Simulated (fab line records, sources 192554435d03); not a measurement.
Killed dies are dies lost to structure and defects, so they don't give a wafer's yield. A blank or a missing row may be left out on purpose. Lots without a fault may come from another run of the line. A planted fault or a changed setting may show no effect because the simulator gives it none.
fab line records | flow n5_finfet
record lots=4 wafers=12 last_day=22
route steps=1938 shown MOL_CONTACT_COAG@529 BEOL_M4@1111 PASSIVATION@1936
lots that met no fault: from a run of the same line without faults
start_h: hours from the record's first day to the start of the lot's first wafer shown | wait_h: hours since the lot's step before | " the same as in the row above | L1.1+2: a row that stands for several wafers | - no value, or no start given | * or withheld: withheld | < > ~ a bound
route shown NAME@n: a module of which the file shows steps, and the number in the route of the first | usual: mean/standard deviation of fault-free wafers | same: alike in all rows | chamber/n: place in a boat | sites: the reading at each site | _std_site: their standard deviation | _edge_site: outer sites' mean less inner sites' | radius_mm: how far each site lies from the wafer's centre | mask NAME#n: copy n | behind: the tool/chamber that last shaped the wafer | hold: why the lot was held/for how many hours/how that ended | device: the transistor (n, p or np) that didn't switch | end of line: the same wafers' tests at the end of the route | a step without rows: its recipe alone | killed: dies lost to structure and defects at the first sort, not the wafer's yield | map: a wafer's dies, x killed, . not, _ none there
set.NAME: the setting as run; set.NAME@STEP: as run at that earlier step | model.NAME: the simulator's own value behind a step, which no gauge read
lots at some steps of the route; a table a step, a row a wafer
services: from which hour (start_h, from the record's first day; less than 0 if before it) a tool's chamber was out of use, for how many hours, and why
## steps
# step N5_MOL_CONTACT_COAG_DESCUM_13
# recipe chemistry=O2 time_s=7 source_power_w=50 bias_power_w=20 pressure_mtorr=20 rf_frequency_hz=2.712e+07 temp_c=40 resist=CAR-EUV o2_flow_sccm=225
# step N5_MOL_CONTACT_COAG_ETCH_59
# recipe chemistry=N2/H2 target=underlayer target_depth_a=130 mask_material=CAR-EUV time_s=10.4 ion_energy_ev=200 pressure_mtorr=30 source_w=840 bias_w=150 n2_flow_sccm=200 h2_flow_sccm=200 ends=cleared
# step N5_MOL_CONTACT_COAG_ETCH_105
# recipe chemistry=CF4 target=SiARC target_depth_a=156 mask_material=CAR-EUV time_s=26 ion_energy_ev=80 pressure_mtorr=40 source_w=545 bias_w=36 Ar_flow_sccm=100 cf4_flow_sccm=100 ends=cleared
# step N5_MOL_CONTACT_COAG_ETCH_106
# recipe chemistry=N2/H2 target=SOC target_depth_a=800 overetch_a=160 mask_material=SiARC temp_c=40 time_s=120 ion_energy_ev=200 pressure_mtorr=30 source_w=840 bias_w=150 n2_flow_sccm=200 h2_flow_sccm=200
# step N5_MOL_CONTACT_COAG_STRIP_107
# recipe chemistry=N2/H2 temp_c=40 n2_flow_sccm=200 h2_flow_sccm=200 rf_frequency_hz=6e+07
# step N5_MOL_CONTACT_COAG_STRIP_108
# recipe chemistry=N2/H2 temp_c=40 n2_flow_sccm=200 h2_flow_sccm=200 rf_frequency_hz=6e+07
# step N5_MOL_CONTACT_COAG_CONTACT_ETCH_14
# recipe chemistry=C4F6/O2 target=SiO2 target_depth_a=275 overetch_a=85 mask_material=SOC pressure_mtorr=30 source_w=370 bias_w=185 Ar_flow_sccm=300 C4F6_flow_sccm=16 O2_flow_sccm=10 time_s=20 ion_energy_ev=259.6
# step N5_MOL_CONTACT_COAG_STRIP_109
# recipe chemistry=C4F6/O2 resist=SiARC rf_frequency_hz=6e+07
# step N5_MOL_CONTACT_COAG_ETCH_15
# recipe chemistry=CH3F/O2 target=SiNx target_depth_a=70 mask_material=SOC stop_on=Si:P over_etch_frac=0.75 ion_energy_ev=120 pressure_mtorr=30 source_w=395 bias_w=73 Ar_flow_sccm=150 CH3F_flow_sccm=30 O2_flow_sccm=20
# step N5_MOL_CONTACT_COAG_ETCH_110
# recipe chemistry=CF4/O2 target=Si target_depth_a=25 time_s=8 pressure_mtorr=100 source_w=200 bias_w=12 ion_energy_ev=60 Ar_flow_sccm=100 cf4_flow_sccm=100 O2_flow_sccm=10
# step N5_MOL_CONTACT_COAG_STRIP_98
# recipe chemistry=N2/H2 power_w=500 temp_c=40 pressure_mtorr=50 rf_frequency_hz=6e+07 overash_fraction=0.3 bias_power_w=8 h2_frac=0.5 n2_flow_sccm=300 h2_flow_sccm=300
# step N5_MOL_CONTACT_COAG_IMPLANT_129
# recipe species=Ge energy_kev=3 dose_cm2=6e+14 tilt_deg=0 rotation_deg=0
# usual beam_on_s=39/5.2 dose_ions_cm2=5.999e+14/6.1e+11 faraday_current_uA=1986/270
# columns lot.wafer tool chamber start_h wait_h beam_on_s dose_ions_cm2 faraday_current_uA
L906.1 implanter-02 0 108.32 0.0 43 6e+14 1748
L906.4 " 0 " " 45 5.996e+14 1695
L906.5 " 0 " " 44 6.001e+14 1723
L912.2 implanter-02 0 142.78 0.1 10 5.91e+13 754
L912.5 " 0 " " 10 5.89e+13 760
L912.6 " 0 " " 10 5.96e+13 758
L914.2 implanter-02 0 157.62 0.1 10 6.01e+13 763
L914.3 " 0 " " 10 6.06e+13 765
L914.6 " 0 " " 10 6.01e+13 735
L920.1 implanter-01 0 195.29 0.0 33 6.002e+14 2279
L920.3 " 0 " " 33 6.006e+14 2262
L920.6 " 0 " " 34 5.997e+14 2241
# step N5_MOL_CONTACT_COAG_PRECLEAN_111
# recipe chemistry=NF3:NH3 afs_cycles=1 temp_c=30 time_s=20 sublimation_temp_c=180 sublimation_time_s=60 pressure_torr=3 rf_power_w=30
# step N5_MOL_CONTACT_COAG_TI_SIL_19
# recipe material=Ti target_thk_a=42 temp_c=200 chamber_pressure_pa=5 power_w=5000 time_s=15
# step N5_MOL_CONTACT_COAG_ALD_20
# recipe material=TiN target_thk_a=15 temp_c=400 ald_precursor_family=TiCl4 ald_co_reactant=NH3 pulse_time_s=1 purge_time_s=3 co_reactant_purge_time_s=2 co_reactant_pulse_time_s=2 ald_cycles=68 pressure_torr=3
# step N5_MOL_CONTACT_COAG_SIL_ANNEAL_21
# recipe temp_c=550 time_s=60 ambient=N2
# step N5_MOL_CONTACT_COAG_PRE_CLEAN_141
# recipe gas=H2/He time_s=60 temp_c=300
# step N5_MOL_CONTACT_COAG_SPUTTER_143
# recipe material=Co target_thk_a=25 temp_c=25 chamber_pressure_pa=0.2
# step N5_MOL_CONTACT_COAG_CO_FILL_22
# recipe material=Co target_thk_a=200 temp_c=200 precursor=CCTBA/H2 pressure_torr=30
# step N5_MOL_CONTACT_COAG_ANNEAL_113
# recipe temp_c=400 time_s=300 ambient=H2/N2
# step N5_MOL_CONTACT_COAG_PRE_CLEAN_142
# recipe gas=H2/He time_s=60 temp_c=300
# step N5_MOL_CONTACT_COAG_SPUTTER_130
# recipe material=Co target_thk_a=475 temp_c=25 chamber_pressure_pa=0.5 power_w=3000
# step N5_MOL_CONTACT_COAG_PRECLEAN_125
# recipe chemistry=DIW time_s=57.5 temp_c=23
# step N5_MOL_CONTACT_COAG_SRD_126
# recipe dry_time_s=32 dry=n2_spin spin_rpm=1500
# step N5_MOL_CONTACT_COAG_CMP_23
# recipe stop_on=SiO2 t_overpolish_s=1.5 post_cmp_clean=cu_alkaline down_force_psi=2 platen_rpm=50.289 pad_velocity_m_s=1.0006 target_thk_nm=0
# step N5_MOL_CONTACT_COAG_WET_ETCH_26
# recipe target=Co target_depth_nm=13
# step N5_MOL_CONTACT_COAG_WET_ETCH_116
# recipe chemistry=SC1-inhibited target_depth_nm=4.6 dry=ipa_marangoni rinse_time_s=30 rinse_temp_c=23
# step N5_MOL_CONTACT_COAG_ALD_27
# recipe material=SiOC target_thk_a=170 temp_c=400 ald_precursor_family=carbosiloxane ald_co_reactant=H2-plasma pulse_time_s=1.5 time_s=2720 purge_time_s=2 co_reactant_purge_time_s=2 ald_cycles=340 pressure_torr=2
# step N5_MOL_CONTACT_COAG_CMP_28
# recipe stop_on=SiNx t_overpolish_s=0.85 post_cmp_clean=alkaline_brush down_force_psi=4.15 platen_rpm=51.8 pad_velocity_m_s=1.0307 target_thk_nm=14.522
# step N5_MOL_CONTACT_COAG_ALD_123
# recipe material=SiNx target_thk_a=50 temp_c=400 ald_precursor_family=SiH2I2 ald_co_reactant=N2/H2-plasma pulse_time_s=1 purge_time_s=2 co_reactant_purge_time_s=2 ald_cycles=100 pressure_torr=2
# step N5_MOL_CONTACT_COAG_PECVD_31
# recipe material=SiO2 target_thk_a=460 temp_c=400 precursor=TEOS/O2 pressure_torr=6.5 rf_w=withheld teos_flow_sccm=withheld gas=O2 flow_sccm=2650 time_s=8.9
# step N5_MOL_CONTACT_COAG_COAT_75
# recipe resist=SOC temp_c=250 time_s=60 spin_rpm=1500 resist_thk_nm=60
# step N5_MOL_CONTACT_COAG_COAT_76
# recipe resist=SiARC temp_c=220 time_s=60 spin_rpm=1500 resist_thk_nm=10
# step N5_MOL_CONTACT_COAG_COAT_77
# recipe resist=underlayer temp_c=205 time_s=60 spin_rpm=1500 resist_thk_nm=10
# step N5_MOL_CONTACT_COAG_COAT_78
# recipe resist=CAR-EUV spin_rpm=1500 resist_thk_nm=40
# step N5_MOL_CONTACT_COAG_EBR_80
# recipe solvent=PGMEA ebr_width_mm=1.5
# step N5_MOL_CONTACT_COAG_SOFTBAKE_79
# recipe temp_c=110 time_s=60 resist=CAR-EUV
# step N5_MOL_CONTACT_COAG_EXPOSE_81
# recipe mask_id=VG na=0.33 source_shape=annular sigma_inner=0.3 sigma_outer=0.7 polarization=unpolarized defocus_nm=0 dose_mj=59.5
# step N5_BEOL_M4_RC_MEAS_101
# usual DIBL_N=35.8/1.6 DIBL_P=35.6/2 IOFF_N=0.15/0.031 IOFF_P=0.20/0.033 ION_N=668/12 ION_P=459/6.8 RC_DENSE_N=19.1/0.46 RC_DENSE_P=23.9/0.61 RC_N=15.5/0.36 RC_P=19.4/0.48 REXT_N=74.8/1.8 REXT_P=100.9/2.2 SS_N=71.4/0.53 SS_P=73.1/0.63 VT_N=250/3.5 VT_P=-251/3
# columns lot.wafer tool chamber start_h wait_h DIBL_N[mV/V] DIBL_P[mV/V] IOFF_N[nA/um] IOFF_P[nA/um] ION_N[uA/um] ION_P[uA/um] RC_DENSE_N[ohm.um] RC_DENSE_P[ohm.um] RC_N[ohm.um] RC_P[ohm.um] REXT_N[ohm.um] REXT_P[ohm.um] SS_N[mV/dec] SS_P[mV/dec] VT_N[mV] VT_P[mV]
L906.1 prober-02 0 332.10 0.0 35.0 35.2 0.14 0.16 668 453 19.1 23.4 15.6 19.3 74.7 102.1 72.1 73.3 253 -256
L906.4 " 0 " " 37.6 37.7 0.19 0.20 668 451 19.0 23.7 15.5 19.3 73.6 100.7 71.6 73.7 248 -253
L906.5 " 0 " " 34.6 34.7 0.13 0.16 660 454 18.7 23.0 15.1 18.8 74.5 100.2 71.1 72.4 254 -255
L912.2 prober-01 0 382.87 0.2 36.1 36.5 0.17 0.21 658 449 35.3 44.2 28.8 35.8 87.8 115.8 71.8 73.2 248 -251
L912.5 " 0 " " 34.4 34.0 0.14 0.17 650 444 34.9 44.0 28.8 35.8 89.0 116.9 71.3 72.7 248 -252
L912.6 " 0 " " 36.2 36.5 0.17 0.20 665 450 35.5 44.5 29.0 36.3 88.5 116.5 71.8 73.3 246 -251
L914.2 prober-02 0 391.48 0.2 36.6 37.2 0.19 0.25 664 459 36.5 46.0 29.7 37.3 89.7 113.5 71.3 73.5 247 -246
L914.3 " 0 " " 36.4 37.6 0.17 0.25 651 454 34.3 43.0 27.9 35.2 89.3 110.6 71.8 73.6 251 -249
L914.6 " 0 " " 36.1 36.1 0.18 0.22 654 447 35.6 44.1 29.0 35.9 88.5 112.9 71.0 73.7 247 -251
L920.1 prober-01 0 399.36 0.0 36.8 37.8 0.18 0.23 679 462 19.6 24.6 15.9 20.3 73.6 102.1 71.8 73.8 249 -247
L920.3 " 0 " " 35.6 35.2 0.14 0.19 659 451 19.1 24.4 15.7 19.8 74.8 102.4 71.6 73.2 251 -253
L920.6 " 0 " " 35.1 34.3 0.14 0.18 651 446 19.4 24.5 15.9 19.9 73.6 101.9 71.1 73.1 253 -251
# step N5_PASSIVATION_PROBE_49
# usual defect_limited_yield=90.7/1.5 killed_at_M0_to_M3=38/11 killed_at_M4_up=15/5.5 killed_at_contacts=12/6 killed_at_front_end=41/11 killed_at_other=3.5/2.7 killed_dies=110/18 killed_on_rim=15/3.6 killed_open=72/13 killed_short=35/8.7 sort_bin_5_function=5.5/1.1 sort_bin_6_memory=3.4/0.63 sort_bin_8_speed=0.01/0.037 sort_n_pass=1070/18 sort_yield_pct=90.7/1.5
# same gross_dies=1180 killed_at_back_side=0 sort_bin_4_leakage[%]=0
# columns lot.wafer tool chamber start_h wait_h defect_limited_yield[%] killed_at_M0_to_M3 killed_at_M4_up killed_at_contacts killed_at_front_end killed_at_other killed_dies killed_on_rim killed_open killed_short sort_bin_5_function[%] sort_bin_6_memory[%] sort_bin_8_speed[%] sort_n_pass sort_yield_pct[%]
L906.1 prober-02 - 440.74 0.0 89.4 41 31 7 41 5 125 16 77 45 6.8 3.2 0 1055 89.4
L912.2 prober-01 - 510.65 0.1 87.5 60 13 18 47 9 147 20 78 66 6.8 5.3 0 1033 87.5
L912.5 prober-01 - 510.80 0.2 89.9 51 7 8 47 6 119 16 84 35 6.7 2.9 0 1061 89.9
L912.6 prober-01 - 510.85 0.3 89.2 60 15 10 40 2 127 17 85 41 6.8 3.8 0 1053 89.2
L914.2 prober-02 - 513.00 0.1 88.4 22 19 14 76 6 137 15 81 56 7.4 3.6 0 1043 88.4
L914.3 prober-02 - 513.05 0.1 90.3 36 10 14 49 5 114 9 74 30 5.7 3.2 0.08 1065 90.3
L914.6 prober-02 - 513.20 0.3 88.2 49 18 19 50 3 139 18 82 50 6.9 3.9 0 1041 88.2
L920.1 prober-02 - 519.79 0.5 91.9 36 14 9 35 1 95 10 67 25 5.2 2.7 0 1085 91.9
L920.3 prober-02 - 519.89 0.6 93.6 23 15 6 28 4 76 11 50 24 3.1 2.9 0.08 1104 93.6
L920.6 prober-02 - 520.04 0.7 91.3 21 19 12 49 2 103 10 71 20 4.6 3.2 0 1077 91.3
# killed by level:class
L906.1 FIN_SAQP:geometric_particle:open=14 BEOL_M0_SAQP:geometric_particle:short=14 BEOL_M0_SAQP:geometric_particle:open=11 BEOL_M5:geometric_particle:open=11 BEOL_M4:geometric_particle:open=8 FIN_SAQP:geometric_particle:short=6 DUMMY_GATE:geometric_particle:open=6 BEOL_M2:geometric_particle:open=6
L912.2 BEOL_M0_SAQP:geometric_particle:short=23 BEOL_M0_SAQP:geometric_particle:open=16 FIN_SAQP:geometric_particle:short=14 MOL_CONTACT_COAG:geometric_particle:open=12 FIN_SAQP:geometric_particle:open=7 GATE_CUT:geometric_particle:short=6 BEOL_M1:geometric_particle:open=6 MOL_CONTACT_COAG:geometric_particle:short=6
L912.5 FIN_SAQP:geometric_particle:open=16 BEOL_M0_SAQP:geometric_particle:open=10 BEOL_M1:geometric_particle:open=10 FIN_SAQP:geometric_particle:short=9 BEOL_M3:geometric_particle:open=9 MOL_CONTACT_COAG:geometric_particle:open=8 BEOL_M0_SAQP:geometric_particle:short=7 STI_FIN_REVEAL:geometric_particle:open=6
L912.6 BEOL_M3:geometric_particle:open=16 BEOL_M0_SAQP:geometric_particle:short=13 STI_FIN_REVEAL:geometric_particle:open=10 MOL_CONTACT_COAG:geometric_particle:open=9 BEOL_M0_SAQP:geometric_particle:open=9 BEOL_M1:geometric_particle:open=9 BEOL_M4:geometric_particle:open=7 FIN_SAQP:geometric_particle:short=6
L914.2 STI_FIN_REVEAL:geometric_particle:open=21 ILD0:geometric_particle:short=10 MOL_CONTACT_COAG:geometric_particle:open=9 FIN_SAQP:geometric_particle:open=8 FIN_SAQP:geometric_particle:short=8 BEOL_M0_SAQP:geometric_particle:open=8 GATE_CUT:geometric_particle:short=7 BEOL_M4:geometric_particle:open=7
L914.3 FIN_SAQP:geometric_particle:open=12 MOL_CONTACT_COAG:geometric_particle:open=12 BEOL_M2:geometric_particle:open=10 BEOL_M3:geometric_particle:open=9 HKMG_FIN:area_etch=8 FIN_SAQP:geometric_particle:short=6 BEOL_M1:geometric_particle:open=6 GATE_CUT:geometric_particle:open=5
L914.6 MOL_CONTACT_COAG:geometric_particle:open=14 BEOL_M0_SAQP:geometric_particle:open=13 STI_FIN_REVEAL:geometric_particle:open=12 BEOL_M0_SAQP:geometric_particle:short=10 BEOL_M3:geometric_particle:open=9 FIN_SAQP:geometric_particle:open=7 ILD0:geometric_particle:short=6 HKMG_FIN:area_etch=6
L920.1 BEOL_M3:geometric_particle:open=10 MOL_CONTACT_COAG:geometric_particle:open=9 DUMMY_GATE:geometric_particle:open=6 FIN_SAQP:geometric_particle:open=5 STI_FIN_REVEAL:geometric_particle:open=5 BEOL_M2:geometric_particle:open=5 BEOL_M0_SAQP:geometric_particle:short=5 BEOL_M1:geometric_particle:open=5
L920.3 FIN_SAQP:geometric_particle:short=7 BEOL_M1:geometric_particle:open=7 MOL_CONTACT_COAG:geometric_particle:open=6 BEOL_M4:geometric_particle:open=5 FIN_SAQP:geometric_particle:open=4 BEOL_M1:geometric_particle:short=4 BEOL_M3:geometric_particle:open=4 DUMMY_GATE:geometric_particle:open=3
L920.6 FIN_SAQP:geometric_particle:open=13 MOL_CONTACT_COAG:geometric_particle:open=11 BEOL_M4:geometric_particle:open=9 HKMG_FIN:area_etch=9 GATE_CUT:geometric_particle:open=8 FIN_SAQP:geometric_particle:short=6 DUMMY_GATE:geometric_particle:open=4 BEOL_M1:geometric_particle:open=4
## services
# columns tool chamber start_h hours kind
implanter-02 - 119.90 5.0 pm
## key
first_sign step=N5_MOL_CONTACT_COAG_IMPLANT_129 reading=dose_ions_cm2 direction=down sigmas=99+ usual=5.999e+14 struck=5.97e+13
effect step=N5_MOL_CONTACT_COAG_IMPLANT_129 reading=beam_on_s direction=down sigmas=5.5 usual=39 struck=10
effect step=N5_BEOL_M4_RC_MEAS_101 reading=RC_N direction=up sigmas=37 usual=15.5 struck=28.9
effect step=N5_BEOL_M4_RC_MEAS_101 reading=RC_DENSE_N direction=up sigmas=35 usual=19.1 struck=35.3
effect step=N5_BEOL_M4_RC_MEAS_101 reading=RC_P direction=up sigmas=34 usual=19.4 struck=36.1
effect step=N5_BEOL_M4_RC_MEAS_101 reading=RC_DENSE_P direction=up sigmas=33 usual=23.9 struck=44.3
effect step=N5_BEOL_M4_RC_MEAS_101 reading=REXT_N direction=up sigmas=7.8 usual=74.8 struck=88.8
effect step=N5_BEOL_M4_RC_MEAS_101 reading=REXT_P direction=up sigmas=6 usual=100.9 struck=114.4
met_at N5_MOL_CONTACT_COAG_IMPLANT_129
struck_wafers L912.2,L912.5,L912.6,L914.2,L914.3,L914.6
onset_between 108.32 142.78
fault kind=process_parameter_drift tool=implanter-02 chamber=- onset_h=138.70 steps=N5_MOL_CONTACT_COAG_IMPLANT_129 channel=dose_cm2 offset=-5.4e+14 shape=step end_h=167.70 acts_in=these_recipes_only stated=6e+14
